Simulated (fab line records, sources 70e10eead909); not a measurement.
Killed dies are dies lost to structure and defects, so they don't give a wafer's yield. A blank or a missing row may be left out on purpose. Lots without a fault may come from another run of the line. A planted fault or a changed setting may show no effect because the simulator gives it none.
fab line records | flow nand_harc
record lots=12 wafers=36 last_day=33
route steps=1302 shown P_ZERO_WELL@29
lots that met no fault: from a run of the same line without faults
start_h: hours from the record's first day to the start of the lot's first wafer shown | wait_h: hours since the lot's step before | " the same as in the row above | L1.1+2: a row that stands for several wafers | - no value, or no start given | * or withheld: withheld | < > ~ a bound
route shown NAME@n: a module of which the file shows steps, and the number in the route of the first | usual: mean/standard deviation of fault-free wafers | same: alike in all rows | chamber/n: place in a boat | sites: the reading at each site | _std_site: their standard deviation | _edge_site: outer sites' mean less inner sites' | radius_mm: how far each site lies from the wafer's centre | mask NAME#n: copy n | behind: the tool/chamber that last shaped the wafer | hold: why the lot was held/for how many hours/how that ended | device: the transistor (n, p or np) that didn't switch | end of line: the same wafers' tests at the end of the route | a step without rows: its recipe alone | killed: dies lost to structure and defects at the first sort, not the wafer's yield | map: a wafer's dies, x killed, . not, _ none there
set.NAME: the setting as run; set.NAME@STEP: as run at that earlier step | model.NAME: the simulator's own value behind a step, which no gauge read
steps of the route over a sample of lots; a table a step, a row a wafer
services: from which hour (start_h, from the record's first day; less than 0 if before it) a tool's chamber was out of use, for how many hours, and why
## steps
# step NHARC_P_ZERO_WELL_CD_MEAS_24
# recipe target_cd_nm=720 landing_energy_ev=500
# usual cd_nm=720.1/1.5
# same landing_energy_ev=500
# columns lot.wafer tool chamber start_h wait_h cd_nm
L131.3 cd_sem-01 0 32.60 - 719.7
L131.4 " 0 " " 721.4
L131.5 " 0 " " 720.9
L133.2 cd_sem-03 0 52.46 - 719.1
L133.3 " 0 " " 719.5
L133.4 " 0 " " 719.9
L142.1 cd_sem-01 0 142.77 - 718.1
L142.3 " 0 " " 719.8
L142.4 " 0 " " 720.1
L143.1 cd_sem-02 0 152.67 - 723.0
L143.2 " 0 " " 722.0
L143.4 " 0 " " 723.1
L144.2 cd_sem-01 0 162.51 - 716.5
L144.3 " 0 " " 717.4
L144.6 " 0 " " 717.2
L146.1 cd_sem-02 0 182.48 - 720.4
L146.3 " 0 " " 720.1
L146.5 " 0 " " 719.7
L148.1 cd_sem-03 0 202.50 - 721.0
L148.2 " 0 " " 720.2
L148.3 " 0 " " 720.1
L149.1 cd_sem-02 0 212.33 - 721.1
L149.4 " 0 " " 721.2
L149.5 " 0 " " 721.6
L150.1 cd_sem-02 0 222.57 - 721.2
L150.4 " 0 " " 719.5
L150.6 " 0 " " 720.0
L151.1 cd_sem-03 0 235.75 - 720.7
L151.3 " 0 " " 722.8
L151.5 " 0 " " 721.6
L152.3 cd_sem-02 0 242.82 - 720.7
L152.4 " 0 " " 720.9
L152.5 " 0 " " 719.5
L153.1 cd_sem-01 0 252.33 - 722.0
L153.4 " 0 " " 722.0
L153.5 " 0 " " 723.4
# step NHARC_P_ZERO_WELL_EXPOSE_34
# recipe na=0.6 target_cd_nm=720 dose_mj=22.31 mask_id=P_PWELL
# columns lot.wafer tool chamber start_h wait_h mask
L131.3+4+5 krf_scanner-04 0 34.09 - P_PWELL#0
L133.2+3+4 krf_scanner-01 0 53.81 - P_PWELL#0
L142.1+3+4 krf_scanner-01 0 144.79 - P_PWELL#0
L143.1+2+4 krf_scanner-04 0 154.17 - P_PWELL#0
L144.2+3+6 krf_scanner-02 0 163.99 - P_PWELL#0
L146.1+3+5 krf_scanner-02 0 183.84 - P_PWELL#0
L148.1+2+3 krf_scanner-02 0 203.88 - P_PWELL#0
L149.1+4+5 krf_scanner-02 0 213.69 - P_PWELL#0
L150.1+4+6 krf_scanner-02 0 223.96 - P_PWELL#0
L151.1+3+5 krf_scanner-01 0 237.23 - P_PWELL#0
L152.3+4+5 krf_scanner-04 0 244.31 - P_PWELL#0
L153.1+4+5 krf_scanner-04 0 253.68 - P_PWELL#0
# step NHARC_P_ZERO_WELL_CD_MEAS_37
# recipe target_cd_nm=720 landing_energy_ev=500
# usual cd_nm=719.6/1.5
# same landing_energy_ev=500
# columns lot.wafer tool chamber start_h wait_h cd_nm
L131.3 cd_sem-03 0 34.24 - 720.7
L131.4 " 0 " " 721.8
L131.5 " 0 " " 719.2
L133.2 cd_sem-02 0 53.96 - 727.7
L133.3 " 0 " " 716.3
L133.4 " 0 " " 716.4
L142.1 cd_sem-02 0 144.95 - 718.7
L142.3 " 0 " " 721.8
L142.4 " 0 " " 720.4
L143.1 cd_sem-01 0 154.32 - 719.2
L143.2 " 0 " " 718.1
L143.4 " 0 " " 719.3
L144.2 cd_sem-03 0 164.14 - 720.0
L144.3 " 0 " " 720.0
L144.6 " 0 " " 720.7
L146.1 cd_sem-02 0 184.00 - 718.3
L146.3 " 0 " " 717.8
L146.5 " 0 " " 718.8
L148.1 cd_sem-03 0 204.04 - 718.2
L148.2 " 0 " " 719.9
L148.3 " 0 " " 719.0
L149.1 cd_sem-02 0 213.85 - 719.5
L149.4 " 0 " " 720.1
L149.5 " 0 " " 719.0
L150.1 cd_sem-03 0 224.12 - 721.1
L150.4 " 0 " " 718.5
L150.6 " 0 " " 719.5
L151.1 cd_sem-03 0 237.39 - 719.3
L151.3 " 0 " " 720.1
L151.5 " 0 " " 719.7
L152.3 cd_sem-02 0 244.46 - 719.7
L152.4 " 0 " " 720.7
L152.5 " 0 " " 722.4
L153.1 cd_sem-01 0 253.84 - 719.5
L153.4 " 0 " " 719.3
L153.5 " 0 " " 718.5
# step NHARC_P_ZERO_WELL_DESCUM_39
# recipe time_s=3 o2_flow_sccm=200 ar_flow_sccm=0 bias_power_w=0 chemistry=O2
# usual chamber_pressure_mTorr=60.00/0.056 drypump_motor_current_A=5.7/0.62 o2_flow_sccm=199.9/0.57 oes_product_au=0.999/0.0078 rf_vpp_V=57.9/0.95 showerhead_plenum_p_Torr=1.91/0.1 throttle_valve_pct=11.312/0.0082
# columns lot.wafer tool chamber start_h wait_h chamber_pressure_mTorr drypump_motor_current_A o2_flow_sccm oes_product_au rf_hours_counter_h rf_vpp_V showerhead_plenum_p_Torr throttle_valve_pct
L131.4 rie_diel-05 1 34.48 - 60.00 5.3 199.4 0.997 50 58.3 2.02 11.316
L131.3 " 0 " " 59.95 5.8 200.9 0.994 49 58.4 1.83 11.331
L131.5 " 1 " " 59.98 5.3 199.5 1.000 - 58.2 2.02 11.324
L133.2 rie_diel-09 0 54.12 - 59.93 6.1 199.1 0.997 27 57.4 1.97 11.314
L133.3 " 2 " " 60.05 5.8 199.1 1.016 25 56.2 1.84 11.310
L133.4 " 3 " " 59.98 5.5 200.2 0.999 23 58.4 1.94 11.322
L142.3 rie_diel-05 1 145.11 - 59.99 5.3 199.5 1.001 28 57.9 2.01 11.306
L142.4 " 3 " " 60.02 6.3 199.9 0.997 33 59.9 2.05 11.319
L142.1 " 0 " " 60.08 5.8 201.3 0.997 25 56.0 1.82 11.303
L143.4 rie_diel-01 3 154.50 - 60.00 6.0 199.5 0.991 39 58.8 1.81 11.317
L143.2 " 0 " " 59.98 4.8 199.8 0.987 37 56.4 1.78 11.303
L143.1 " 1 " " 59.96 6.2 199.0 0.993 34 58.3 2.02 11.316
L144.2 rie_diel-01 0 164.30 - 60.06 4.9 200.4 1.008 40 56.8 1.78 11.313
L144.3 " 2 " " 60.10 6.4 199.4 1.009 38 56.6 1.78 11.300
L144.6 " 1 " " 59.98 6.2 199.4 1.006 - 58.2 2.02 11.306
L146.3 rie_diel-01 1 184.17 - 59.94 6.2 200.0 0.992 41 59.0 2.02 11.312
L146.1 " 2 " " 59.93 6.4 199.9 0.996 43 56.2 1.78 11.310
L146.5 " 0 " " 59.98 4.9 200.7 0.992 - 56.1 1.78 11.308
L148.1 rie_diel-05 2 204.20 - 59.97 4.7 200.7 0.997 52 57.0 1.93 11.313
L148.2 " 0 " " 59.92 5.8 198.9 0.996 46 58.8 1.81 11.309
L148.3 " 1 " " 60.01 5.3 199.0 1.003 42 58.7 2.00 11.315
L149.1 rie_diel-01 0 214.01 - 60.12 4.8 200.6 1.003 0 57.7 1.78 11.312
L149.4 " 0 " " 60.05 4.8 199.7 1.002 - 56.8 1.78 11.305
L149.5 " 1 " " 60.02 6.3 200.1 1.001 - 58.5 2.02 11.310
L150.1 rie_diel-05 1 224.30 - 60.06 5.3 200.0 1.003 51 58.6 2.00 11.305
L150.4 " 2 " " 59.96 4.7 200.1 0.995 63 58.2 1.92 11.299
L150.6 " 0 " " 60.06 5.8 199.6 1.000 - 56.3 1.81 11.307
L151.3 rie_diel-01 1 237.56 - 60.07 6.3 199.6 0.997 8 58.2 2.01 11.315
L151.1 " 3 " " 60.06 6.0 200.7 1.002 12 58.8 1.80 11.317
L151.5 " 1 " " 59.91 6.3 200.5 0.987 - 58.8 2.01 11.314
L152.4 rie_diel-01 2 244.61 - 59.98 6.4 199.5 1.010 11 57.3 1.77 11.304
L152.3 " 3 " " 59.89 6.1 201.0 1.006 14 56.7 1.80 11.317
L152.5 " 3 " " 59.98 6.0 200.0 0.996 - 57.0 1.80 11.320
L153.4 rie_diel-05 0 254.04 - 60.02 5.9 199.7 0.988 2 56.5 1.81 11.308
L153.1 " 1 " " 60.02 5.3 200.0 0.986 2 56.4 2.00 11.306
L153.5 " 3 " " 60.03 6.3 199.9 0.980 - 58.1 2.03 11.310
# step NHARC_P_ZERO_WELL_CD_MEAS_52
# recipe target_cd_nm=2000 landing_energy_ev=500
# usual cd_nm=2000.3/1.5
# same landing_energy_ev=500
# columns lot.wafer tool chamber start_h wait_h cd_nm
L131.3 cd_sem-03 0 35.96 - 1999.7
L131.4 " 0 " " 1998.2
L131.5 " 0 " " 2000.6
L133.2 cd_sem-03 0 55.62 - 2003.0
L133.3 " 0 " " 2002.1
L133.4 " 0 " " 2002.0
L142.1 cd_sem-02 0 146.59 - 1998.7
L142.3 " 0 " " 2000.0
L142.4 " 0 " " 2001.2
L143.1 cd_sem-02 0 155.97 - 2000.3
L143.2 " 0 " " 2000.6
L143.4 " 0 " " 2002.4
L144.2 cd_sem-03 0 165.65 - 2002.2
L144.3 " 0 " " 1999.3
L144.6 " 0 " " 1999.1
L146.1 cd_sem-03 0 185.51 - 1998.1
L146.3 " 0 " " 1999.0
L146.5 " 0 " " 1999.8
L148.1 cd_sem-03 0 205.55 - 1999.0
L148.2 " 0 " " 2002.1
L148.3 " 0 " " 1999.2
L149.1 cd_sem-02 0 215.38 - 2000.4
L149.4 " 0 " " 1998.8
L149.5 " 0 " " 1998.8
L150.1 cd_sem-03 0 225.76 - 2002.0
L150.4 " 0 " " 2002.8
L150.6 " 0 " " 2003.0
L151.1 cd_sem-01 0 238.92 - 1999.3
L151.3 " 0 " " 1999.7
L151.5 " 0 " " 1998.9
L152.3 cd_sem-01 0 245.97 - 2001.1
L152.4 " 0 " " 1999.7
L152.5 " 0 " " 2001.4
L153.1 cd_sem-02 0 255.38 - 1999.3
L153.4 " 0 " " 2001.3
L153.5 " 0 " " 2000.8
## services
# columns tool chamber start_h hours kind
krf_scanner-02 - 11.56 1.9 repair
krf_scanner-04 - 11.71 0.3 repair
rie_diel-01 - 26.80 9.0 pm
krf_scanner-01 - 27.25 4.0 pm
rie_diel-05 1 38.11 4.4 repair
rie_diel-05 - 54.36 9.0 pm
krf_scanner-04 - 57.29 1.0 repair
krf_scanner-02 - 94.00 4.0 pm
rie_diel-01 2 103.38 2.7 repair
rie_diel-05 0 115.50 17.9 repair
rie_diel-01 1 136.96 6.4 repair
krf_scanner-02 - 137.36 1.0 repair
krf_scanner-02 - 141.70 5.7 repair
krf_scanner-04 - 150.84 0.8 repair
rie_diel-05 1 173.70 14.1 repair
krf_scanner-04 - 182.00 4.0 pm
rie_diel-01 2 194.74 21.1 repair
krf_scanner-01 - 199.01 2.1 repair
rie_diel-01 - 203.80 9.0 pm
krf_scanner-01 - 207.65 0.3 repair
krf_scanner-04 - 210.95 0.5 repair
krf_scanner-01 - 232.48 3.1 repair
rie_diel-05 - 232.68 9.0 pm
krf_scanner-02 - 253.56 1.0 repair
## key
first_sign step=NHARC_P_ZERO_WELL_CD_MEAS_37 reading=cd_nm direction=up sigmas=5.5 usual=719.6 struck=727.7
effect none on later readings
met_at NHARC_P_ZERO_WELL_EXPOSE_34
struck_lots L133
struck_wafers L133.2
tester_left_out L133
not_acting_at NHARC_P_ZERO_WELL_CD_MEAS_24,NHARC_P_ZERO_WELL_DESCUM_39,NHARC_P_ZERO_WELL_CD_MEAS_52
fault kind=process_parameter_drift tool=krf_scanner-01 chamber=- onset_h=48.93 steps=NHARC_P_ZERO_WELL_EXPOSE_34 channel=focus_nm offset=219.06 shape=step end_h=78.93 scope=struck_wafers_only
# tester_left_out: of these lots the tester's yield and bins aren't shown, on N5 and GAA mostly nor the transistor test; their killed dies are dies lost to structure and defects alone, not to doping, threshold or leakage, so they don't give the yield
